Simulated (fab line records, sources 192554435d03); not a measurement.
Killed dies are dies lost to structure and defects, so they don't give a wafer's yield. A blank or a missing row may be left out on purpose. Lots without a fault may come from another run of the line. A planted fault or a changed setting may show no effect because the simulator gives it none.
A struck lot beside a sound one | flow n5_finfet | 18 steps out of a route of 1938
Sound: wafers L518.2, L518.3, L518.5. Struck: wafers L524.3, L524.5. (L524.1 of the same lot was not struck and is left out.) The cause comes at the end.
At each step with rows: each side's tool, then ch and its chambers, then its first start. Under that, the readings that differ: sound wafers | struck wafers | difference of the means | sigmas: that difference in standard deviations of wafers without a fault.
alike: readings whose means differ by less than 2 such deviations, and words and numbers that are the same on both sides. not compared: withheld readings, readings that some wafer has no value for, bounds like >300 that may hide the same value, and numbers for which the record gives no deviation and whose values overlap.
The two part at a step that has a row with sigmas, a row that says differs or no value, or rows on one side only. Numbers that don't overlap but have no deviation are shown without sigmas and don't part them. A reading that every wafer of one side lacks parts them only if that side has two wafers or more.

first, 6 steps without rows for these wafers: N5_BEOL_M6_COAT_22 (resist thk 30 nm); N5_BEOL_M6_EBR_24; N5_BEOL_M6_SOFTBAKE_23 (time 60 s); N5_BEOL_M6_EXPOSE_25 (exposes mask V5, target cd 40 nm); N5_BEOL_M6_PEB_26 (peb time 60 s); N5_BEOL_M6_DEVELOP_27 (develop time 30 s).
N5_BEOL_M6_CD_MEAS_28: target cd 40 nm.
  sound on cd_sem-02 ch 0, day 9 17:04; struck on cd_sem-03 ch 0, day 11 23:29
  alike: cd_nm
N5_BEOL_M6_OVL_MEAS_29:
  sound on overlay-01 ch 0, day 9 17:07; struck on overlay-02 ch 0, day 11 23:31
  alike: V5_OVL
N5_BEOL_M6_INSPECT_30: inspects for defects (brightfield).
  sound on defect_inspect-01, day 9 17:10; struck on defect_inspect-02, day 11 23:34
  alike: raw_defect_count
N5_BEOL_M6_DESCUM_33: chemistry O2, time 7 s.
  sound on rie_diel-03 ch 0,2,3, day 9 17:12; struck on rie_diel-03 ch 0,1, day 11 23:37
  alike: drypump_motor_current_A, oes_product_au, rf_fwd_power_W, rf_vpp_V, showerhead_plenum_p_Torr, throttle_valve_pct
  not compared: rf_hours_counter_h
N5_BEOL_M6_ETCH_72: etches underlayer in N2/H2, target depth 6.5 nm, time 5.2 s.
  sound on rie_diel-03 ch 0,2,3, day 9 17:14; struck on rie_diel-03 ch 0,1, day 11 23:38
  alike: bias_w, drypump_motor_current_A, etch_rf_on_time_s, oes_product_au, rf_fwd_power_W, rf_vpp_V, showerhead_plenum_p_Torr, throttle_valve_pct
  not compared: rf_hours_counter_h
N5_BEOL_M6_ETCH_65: etches SiARC in CF4, target depth 15.6 nm, time 26 s.
  sound on rie_diel-03 ch 0,2,3, day 9 17:15; struck on rie_diel-03 ch 0,1, day 11 23:40
  alike: bias_w, drypump_motor_current_A, etch_rf_on_time_s, mfc_ar_sccm, oes_product_au, rf_fwd_power_W, rf_vpp_V, showerhead_plenum_p_Torr, throttle_valve_pct
  not compared: rf_hours_counter_h
N5_BEOL_M6_ETCH_66: etches SOC in N2/H2, target depth 80 nm, overetch 16 nm, time 120 s.
  sound on rie_diel-03 ch 0,2,3, day 9 17:17; struck on rie_diel-03 ch 0,1, day 11 23:41
  reading                                    | sound       | struck  | difference | sigmas
  model.SiARC_of_BEOL_M6_COAT_64.thk_nm (nm) | 6.4 6.8 6.6 | 4 3.8   | -3         |
  model.BEOL_M6.cd_nm (nm)                   | 40 40 39.8  | 41 40.6 | +1         |
  alike: bias_w, drypump_motor_current_A, oes_product_au, rf_fwd_power_W, rf_vpp_V, showerhead_plenum_p_Torr, throttle_valve_pct
  not compared: rf_hours_counter_h
then, 2 steps without rows for these wafers: N5_BEOL_M6_STRIP_69 (strips in N2/H2); N5_BEOL_M6_STRIP_73 (strips in N2/H2).
N5_BEOL_M6_VIA_ETCH_34: etches SiCOH lowk in C4F6/O2, target depth 126.3 nm, time 50.9 s.
  sound on rie_diel-03 ch 0,2,3, day 9 17:23; struck on rie_diel-03 ch 0,1, day 11 23:47
  reading                  | sound        | struck  | difference | sigmas
  model.BEOL_M6.cd_nm (nm) | 40 39.8 39.6 | 41 40.4 | +1         |
  alike: bias_w, drypump_motor_current_A, mfc_ar_sccm, oes_product_au, rf_fwd_power_W, rf_vpp_V, showerhead_plenum_p_Torr, throttle_valve_pct
  not compared: rf_hours_counter_h
then, 1 step without rows for these wafers: N5_BEOL_M6_STRIP_76 (strips in C4F6/O2).
N5_PASSIVATION_PROBE_49:
  the record has rows for the sound wafers here (prober-01, day 13 11:00) and none for the struck ones

WHERE THEY PART
Only at N5_PASSIVATION_PROBE_49, within this record.

WHY: what the simulator had put in
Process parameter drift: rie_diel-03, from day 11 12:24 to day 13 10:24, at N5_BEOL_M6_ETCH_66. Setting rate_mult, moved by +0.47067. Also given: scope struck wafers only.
